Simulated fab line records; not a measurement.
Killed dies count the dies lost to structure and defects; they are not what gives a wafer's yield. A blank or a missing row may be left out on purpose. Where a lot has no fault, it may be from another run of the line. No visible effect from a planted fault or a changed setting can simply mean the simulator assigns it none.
A lot that was struck, set against a sound lot | flow n5 finfet | 19 steps out of a route of 1938
Sound: the wafers L137.1, L137.3, L137.5. Wafers L156.2, L156.5, L156.6 were the ones struck. The cause comes at the end.
Per side, at each step with rows, come the tool, then ch with its chambers, and then its first start. Under that, the readings that differ: sound wafers | struck wafers | difference of the means | sigmas: that difference in standard deviations of wafers without a fault.
alike: words and numbers the same on both sides, and readings whose means are apart by under 2 such deviations; not compared: readings that were withheld, readings missing a value for some wafer, numbers with overlapping values and no deviation given by the record, and bounds like >300 which may hide the same value.
The two part at a step that has a row with sigmas, a row that says differs or no value, or rows on one side only. When numbers do not overlap yet have no deviation, they are printed without sigmas and do not part them. A reading that every wafer of one side lacks parts them only if that side has two wafers or more.

N5_FIN_SAQP_HM_DEP_03: deposits SiNx from SiH4/NH3/N2, target thk 38 nm, time 33.6 s.
  sound on pecvd-04 ch 1,2, day 2 08:41; struck on pecvd-04 ch 1,2, day 7 03:00
  alike: heater power w, showerhead plenum p Torr, showerhead vpp V, throttle valve pct
N5_FIN_SAQP_THK_MEAS_05:
  sound: film metro-02 at day 2 08:47; struck: film metro-01 at day 7 03:05
  alike: thk nm
N5_FIN_SAQP_PECVD_47: deposits a-Si from SiH4/He, target thk 45 nm, time 36.3 s.
  sound on pecvd-02 ch 1,2, day 2 08:50; struck on pecvd-04 ch 0,2, day 7 03:07
  alike: heater power w, showerhead plenum p Torr, showerhead vpp V, throttle valve pct
N5_FIN_SAQP_PECVD_48: deposits SiNx from SiH4/NH3/N2, target thk 25 nm, time 22.1 s.
  sound on pecvd-02 ch 1,2, day 2 08:52; struck on pecvd-04 ch 0,2, day 7 03:10
  reading                | sound          | struck         | difference | sigmas
  throttle valve pct (%) | 40.7 42.8 40.6 | 36.7 40.9 36.5 | -3.3       | -2
  alike: heater power w, showerhead plenum p Torr, showerhead vpp V
N5_FIN_SAQP_PECVD_06: deposits a-Si from SiH4/He, target thk 60 nm, time 48.1 s.
  sound on pecvd-02 ch 1,2, day 2 08:55; struck on pecvd-04 ch 0,2, day 7 03:12
  alike: heater power w, showerhead plenum p Torr, showerhead vpp V, throttle valve pct
N5_FIN_SAQP_THK_MEAS_07:
  sound: film metro-01 at day 2 09:00; struck: film metro-02 at day 7 03:17
  alike: thk nm
N5_FIN_SAQP_HM_DEP_72: deposits SiO2 from SiH4/N2O, target thk 12 nm, time 7.2 s.
  sound on pecvd-04 ch 2, day 2 09:02; struck on pecvd-03 ch 0,2, day 7 03:20
  alike: heater power w, showerhead plenum p Torr, showerhead vpp V
then, 5 steps without rows for these wafers: N5_FIN_SAQP_COAT_49 (time 60 s, resist thk 100 nm); N5_FIN_SAQP_COAT_50 (time 60 s, resist thk 35 nm); N5_FIN_SAQP_COAT_10 (resist thk 90 nm); N5_FIN_SAQP_EBR_12; N5_FIN_SAQP_SOFTBAKE_11 (time 60 s).
N5_FIN_SAQP_EXPOSE_13: exposes mask FIN CORE, target cd 35.6 nm.
  sound on arfi scanner-03 ch 0, day 2 09:15; struck on arfi scanner-03 ch 0, day 7 03:40
  reading                          | sound                   | struck            | difference | sigmas
  model.FIN_SAQP.overlay x nm (nm) | -0.5678 -0.5678 -0.5678 | 5.181 5.181 5.181 | +5.749     |
  alike: mask, exposure dose mJ cm2, reticle temp C
then, 2 steps without rows for these wafers: N5_FIN_SAQP_PEB_14 (peb time 60 s); N5_FIN_SAQP_DEVELOP_15 (develop time 30 s).
N5_FIN_SAQP_CD_MEAS_16: target cd 35.6 nm.
  sound on cd sem-01 ch 0, day 2 09:23; struck on cd sem-01 ch 0, day 7 03:47
  alike: cd nm
N5_FIN_SAQP_OVL_MEAS_17:
  sound on overlay-01 ch 0, day 2 09:25; struck on overlay-01 ch 0, day 7 03:49
  reading           | sound          | struck      | difference | sigmas
  FIN_CORE_OVL (nm) | -1.2 -0.7 -1.7 | 4.8 5.0 6.3 | +6.6       | +9
N5_FIN_SAQP_INSPECT_18: inspects for defects (brightfield).
  sound: defect inspect-02 at day 2 09:26; struck: defect inspect-02 at day 7 03:50
  alike: raw defect count
-- here the record skips 6 days between the struck wafers' starts before and after, leaving off in module FIN_SAQP and picking up in module BEOL_M4 (first step shown: number 1111 of the route) --
N5_BEOL_M4_RC_MEAS_101:
  sound on prober-02 ch 0, day 8 10:01; struck on prober-01 ch 0, day 13 01:19
  alike: DIBL_N, DIBL_P, IOFF_N, IOFF_P, ION_N, ION_P, SS_N, SS_P, VT_N, VT_P

WHERE THEY PART
Last at N5_FIN_SAQP_OVL_MEAS_17 as far as this record goes, first at N5_FIN_SAQP_PECVD_48. Later steps at which nothing parts them and some readings are alike: N5_FIN_SAQP_INSPECT_18, N5_BEOL_M4_RC_MEAS_101.

WHY: the cause the simulator had injected
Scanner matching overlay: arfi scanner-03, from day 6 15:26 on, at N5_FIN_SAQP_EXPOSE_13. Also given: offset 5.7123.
